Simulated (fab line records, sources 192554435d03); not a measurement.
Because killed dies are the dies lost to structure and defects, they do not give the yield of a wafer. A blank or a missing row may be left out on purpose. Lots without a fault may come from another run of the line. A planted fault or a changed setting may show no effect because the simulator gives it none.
Lot-split experiment	flow n5-finfet	21 wafers read from 7 lots, route of 1938 steps

## ABOUT THE SPLIT
At N5_BEOL_M5_COAT_22 (resist thk 30 nm), the setting spin-rpm was moved away from the recipe's 1500 rpm on 12 of the 21 wafers read, by -10.3% to +9.7%. All remaining wafers had this setting at the recipe value.

## FROM THE SPLIT TO THE READING: what the file shows between them, 5 steps
- N5_BEOL_M5_EBR_24
- N5_BEOL_M5_SOFTBAKE_23: time 60 s
- N5_BEOL_M5_EXPOSE_25: exposes mask V4, defocus 10 nm
- N5_BEOL_M5_PEB_26: peb time 60 s
- N5_BEOL_M5_DEVELOP_27: develop time 30 s

## THE READING
CAR-EUV_of_BEOL_M5_COAT_22.thk-nm (the simulator's own value, which no gauge read), in nm, at N5_BEOL_M5_DESCUM_33 (chemistry O2, time 7 s). The file does not state a usual value for it. Average 26.1 nm, standard deviation 0.099 nm, over the 9 wafers here run with the recipe.

wafer	tool, chamber at the split	spin-rpm as run, rpm	against the recipe	CAR-EUV_of_BEOL_M5_COAT_22.thk-nm, nm	against lot-mates on the recipe
L077.2	litho-track-04, 0	1645	+9.7%	24.8	-1.4
L077.4	litho-track-04, 0	1645	+9.7%	24.8	-1.4
L077.3	litho-track-04, 0	1500	recipe	26.2	-
L082.1	litho-track-05, 0	1500	recipe	26	-
L082.2	litho-track-05, 0	1390	-7.3%	27.2	+1.2
L082.3	litho-track-05, 0	1390	-7.3%	27.2	+1.2
L084.4	litho-track-01, 0	1346	-10.3%	27.6	no lot-mate on the recipe
L084.5	litho-track-01, 0	1346	-10.3%	27.6	no lot-mate on the recipe
L084.6	litho-track-01, 0	1346	-10.3%	27.6	no lot-mate on the recipe
L083.1	litho-track-04, 0	1429	-4.7%	26.6	+0.6
L083.6	litho-track-04, 0	1429	-4.7%	26.6	+0.6
L083.2	litho-track-04, 0	1500	recipe	26	-
L085.1	litho-track-01, 0	1500	recipe	26	-
L085.3	litho-track-01, 0	1500	recipe	26	-
L085.5	litho-track-01, 0	1500	recipe	26	-
L087.1	litho-track-04, 0	1500	recipe	26.2	-
L087.5	litho-track-04, 0	1500	recipe	26.2	-
L087.4	litho-track-04, 0	1416	-5.6%	27.2	+1.0
L096.3	litho-track-01, 0	1644	+9.6%	24.6	-1.6
L096.4	litho-track-01, 0	1644	+9.6%	24.6	-1.6
L096.5	litho-track-01, 0	1500	recipe	26.2	-

FIT RESULTS
A straight line over all 21 wafers: CAR-EUV_of_BEOL_M5_COAT_22.thk-nm changes by -0.146 nm for each +1% of spin-rpm; r = -0.99; the points scatter about the line by 0.12 nm.
The same after taking each lot's own level away (the mean of its wafers on the recipe; 18 wafers): -0.156 nm for each +1%; r = -1.00; scatter 0.081 nm.
On that fit, the largest move of spin-rpm shifts the reading by 1.6 nm.
From 26.00 to 26.20 nm: that is the span of the lots' own levels, equal to 2.0 times the standard deviation above.
So the lot-to-lot level changes the slope little: the two slopes agree.
Check: with one of the wafers moved furthest among these (+9.7%) left out of the fit, the line predicts -1.54 nm for it against its lot-mates. It came out at -1.4 nm against them.

## FURTHER SPLITS ON THESE WAFERS
Other splits were also applied to these wafers ahead of the reading. Each is held against what the fit with the lots' levels taken away leaves over:
other split on the same wafers	wafers away from the commonest value	r with CAR-EUV_of_BEOL_M5_COAT_22.thk-nm (lot level and that fit taken away)
N5_BEOL_M2_ILD_DEP_00 time-s	7	+0.30
N5_BEOL_M3_ILD_DEP_00 time-s	4	+0.51
N5_BEOL_M4_COAT_68 spin-rpm	9	+0.10
N5_BEOL_M4_EXPOSE_25 dose-mj	5	+0.34
N5_BEOL_M5_COAT_74 spin-rpm	4	+0.10

## THE WHOLE CHAIN: every reading that the file lists as answering this split, in the file's order
step	what it does	reading	change (the file's fit)	r (the file's)
N5_BEOL_M5_COAT_22	resist thk 30 nm	CAR-EUV_of_BEOL_M5_COAT_22.thk-nm (the simulator's own value, which no gauge read)	-0.142 nm for each +1% of the setting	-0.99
N5_BEOL_M5_DEVELOP_27	develop time 30 s	CAR-EUV_of_BEOL_M5_COAT_22.thk-nm (the simulator's own value, which no gauge read)	-0.152 nm for each +1% of the setting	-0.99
N5_BEOL_M5_DESCUM_33	chemistry O2, time 7 s	CAR-EUV_of_BEOL_M5_COAT_22.thk-nm (the simulator's own value, which no gauge read)	-0.157 nm for each +1% of the setting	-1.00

## THE FILE'S OWN FIT
CAR-EUV_of_BEOL_M5_COAT_22.thk-nm changes by -0.157 nm for each +1% of spin-rpm, r = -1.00.
